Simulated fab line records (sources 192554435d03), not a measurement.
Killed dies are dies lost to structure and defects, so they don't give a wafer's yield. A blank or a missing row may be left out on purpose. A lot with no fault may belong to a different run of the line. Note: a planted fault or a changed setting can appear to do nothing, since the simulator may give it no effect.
Chamber matching + flow n5-finfet + N5_BEOL_M14_STRIP_37 on rie-diel-03: 4 sister chambers
The step strips in O2. 8 wafers are shown with their chamber, then 11 later ones without.

EACH WAFER AND ITS CHAMBER
| wafer  | chamber | showerhead-plenum-p-Torr (Torr) | drypump-motor-current-A (A) |
|--------|---------|---------------------------------|-----------------------------|
| L077.4 | 1       | 2.14                            | 5.2                         |
| L080.4 | 2       | 2.01                            | 5.2                         |
| L083.4 | 1       | 2.13                            | 5.2                         |
| L083.6 | 3       | 2.15                            | 6.5                         |
| L090.3 | 2       | 2.00                            | 5.3                         |
| L090.4 | 0       | 2.24                            | 5.7                         |
| L090.5 | 0       | 2.24                            | 5.7                         |
| L093.1 | 3       | 2.14                            | 6.5                         |

WAFERS WITH NO CHAMBER GIVEN
| wafer  | showerhead-plenum-p-Torr (Torr) | drypump-motor-current-A (A) |
|--------|---------------------------------|-----------------------------|
| L093.4 | 2.00                            | 5.3                         |
| L093.6 | 2.00                            | 5.3                         |
| L095.2 | 2.14                            | 6.5                         |
| L095.5 | 2.12                            | 5.2                         |
| L095.6 | 2.23                            | 5.7                         |
| L096.2 | 2.14                            | 6.5                         |
| L096.4 | 2.00                            | 5.3                         |
| L096.5 | 2.23                            | 5.6                         |
| L097.2 | 2.14                            | 6.5                         |
| L097.3 | 2.23                            | 5.7                         |
| L097.6 | 2.14                            | 6.5                         |

THE CHAMBER EACH PASSED THROUGH
| wafer  | from the rows above | in truth |
|--------|---------------------|----------|
| L093.4 | 2                   | 2        |
| L093.6 | 2                   | 2        |
| L095.2 | 3                   | 3        |
| L095.5 | 1                   | 1        |
| L095.6 | 0                   | 0        |
| L096.2 | 3                   | 3        |
| L096.4 | 2                   | 2        |
| L096.5 | 0                   | 0        |
| L097.2 | 3                   | 3        |
| L097.3 | 0                   | 0        |
| L097.6 | 3                   | 3        |
Placed correctly: 11 of 11. Not placeable from these rows: 0. Placed wrongly: 0.
How it was worked out, from the rows above alone: a wafer's distance from a chamber is the root of the sum, over the readings, of the square of ((its reading less the chamber's mean) divided by the reading's scatter). If the next closest chamber is less than 2 further off than the closest, the wafer can't be placed; otherwise it belongs to the closest. For every chamber, the mean is computed from those of its wafers that are shown. How the scatter is found: for the shown wafers, subtract from each reading the mean of its chamber, square and add these, divide the total by (wafers less chambers), then take the root.
